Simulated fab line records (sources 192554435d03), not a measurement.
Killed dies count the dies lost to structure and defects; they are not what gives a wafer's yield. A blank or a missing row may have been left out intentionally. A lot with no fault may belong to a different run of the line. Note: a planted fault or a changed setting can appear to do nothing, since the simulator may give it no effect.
The tool behind it: which one? ; flow n5 finfet ; route of 1938 steps, sampled at 1 step: 10 lots, 29 wafers

WHAT THE GAUGES READ, wafer by wafer
N5_BEOL_M12_INSPECT_30: inspects for defects (macro). Usual: 2.1 for raw defect count, sd 1.5.
lot;measured;on;raw defect count;flag
L828;day 10 14:02;defect inspect-01;0 2 2;
L829;day 10 16:48;defect inspect-01;3 5 2;
L830;day 11 08:42;defect inspect-02;3 2 1;
L832;day 11 19:11;defect inspect-01;3 2 3;
L834;day 12 05:01;defect inspect-02;2 4 5;
L835;day 12 16:52;defect inspect-01;3 4 2;
L847;day 16 03:11;defect inspect-01;4 0 2;
L849;day 16 07:05;defect inspect-01;3 1 2;
L846;day 16 15:28;defect inspect-01;2 1;
L850;day 16 19:31;defect inspect-01;3 3 5;

EACH LOT AND THE TOOL THAT RAN IT (in order: tool; ch and the chambers of the sampled wafers; start)
The record holds no process step before these readings.

AS READ BY THE TOOLS THEMSELVES (means over the sampled wafers that have a number; for cases with no such wafer, the mark the record gives instead)
The record holds no such reading with a usual standard deviation.

THE ANSWER, worked out from the rows above alone
Rule: take the mean of a lot's wafers that have a number; if it is more than 3 standard deviations from the usual mean, the lot is off. Also off: a lot with no number at a reading for which 4 or more lots have one. Any other lot the step has rows for is counted as sound. After the gauges, taken in route order, come the tools' own readings; for these a lot's mean is taken, as printed above. At the first step where some lot is off, the reading lying furthest off is the one used; lots without a number count as furthest.
No lot is off at any reading shown: from this, nothing can be told.

WHAT THE SIMULATOR HAD PUT IN
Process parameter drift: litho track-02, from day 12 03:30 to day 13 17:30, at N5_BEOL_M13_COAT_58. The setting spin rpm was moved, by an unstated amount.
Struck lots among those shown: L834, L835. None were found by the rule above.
